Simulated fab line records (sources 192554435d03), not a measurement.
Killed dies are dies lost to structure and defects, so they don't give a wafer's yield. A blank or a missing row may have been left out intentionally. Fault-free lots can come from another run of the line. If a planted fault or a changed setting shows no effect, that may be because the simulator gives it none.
The tool behind it: which one? | flow n5 finfet | Sampling: 11 lots, 33 wafers, 2 of 1938 route steps

WHAT THE GAUGES SHOWED, per wafer
N5_BEOL_M8_OCD_MEAS_38.
lot  | measured     | on     | trench depth nm (nm)
L985 | day 9 09:23  | ocd-02 | 91.8 91.2 93.5
L986 | day 9 11:53  | ocd-01 | 93.9 93.5 89.8
L988 | day 9 22:43  | ocd-02 | 91.4 90.5 94.2
L990 | day 10 06:45 | ocd-01 | 91.0 93.7 90.7
L991 | day 10 15:35 | ocd-01 | 93.8 94.2 92.2
L992 | day 11 01:12 | ocd-01 | 93.3 93.0 93.9
L100 | day 13 06:02 | ocd-02 | 95.5 98.4 96.0
L103 | day 14 02:19 | ocd-01 | 94.1 92.8 92.7
L106 | day 15 12:58 | ocd-01 | 96.0 94.2 91.4
L108 | day 16 06:56 | ocd-01 | 93.3 93.1 92.9
L107 | day 16 23:04 | ocd-02 | 92.3 95.3 96.0

WHAT TOOL EACH LOT RAN ON (gives the tool, then ch and the chambers of the sampled wafers, and finally the start)
lot  | N5_BEOL_M8_TRENCH_ETCH_37
L985 | rie diel-01 ch 1,3, day 9 09:23 or earlier
L986 | rie diel-01 ch 0,1,2, day 9 11:53 or earlier
L988 | rie diel-06 ch 0,1,3, day 9 22:43 or earlier
L990 | rie diel-01 ch 0,2,3, day 10 06:45 or earlier
L991 | rie diel-06 ch 0,2,3, day 10 15:35 or earlier
L992 | rie diel-01 ch 0,1, day 11 01:12 or earlier
L100 | rie diel-06 ch 1,2, day 13 06:02 or earlier
L103 | rie diel-01 ch 0,1,2, day 14 02:19 or earlier
L106 | rie diel-06 ch 1,2,3, day 15 12:58 or earlier
L108 | rie diel-03 ch 0,1,2, day 16 06:56 or earlier
L107 | rie diel-06 ch 1,2,3, day 16 23:04 or earlier
- N5_BEOL_M8_TRENCH_ETCH_37: etches SiCOH lowk in C4F6/O2, target depth 93.478 nm, time 31.2 s.

THE ANSWER, worked out from the rows above alone
Rule: the lots themselves supply what counts as usual. The widest of any qualifying gaps counts: lots, ordered by their means at a reading, are off when they make up no more than a third of the lots, leave a main group of 4 or more, and stand apart from it by 3 or more times the standard deviation of that group's means. A main group whose means are all the same, to the digits that the tables above print for the reading, isn't used. A lot without any number at a reading at which 4 lots or more have one is off too. Any other lot the step has rows for is counted as sound.
Across all readings shown, no lot is off: no conclusion can be drawn from this.

WHAT WAS PUT IN BY THE SIMULATOR
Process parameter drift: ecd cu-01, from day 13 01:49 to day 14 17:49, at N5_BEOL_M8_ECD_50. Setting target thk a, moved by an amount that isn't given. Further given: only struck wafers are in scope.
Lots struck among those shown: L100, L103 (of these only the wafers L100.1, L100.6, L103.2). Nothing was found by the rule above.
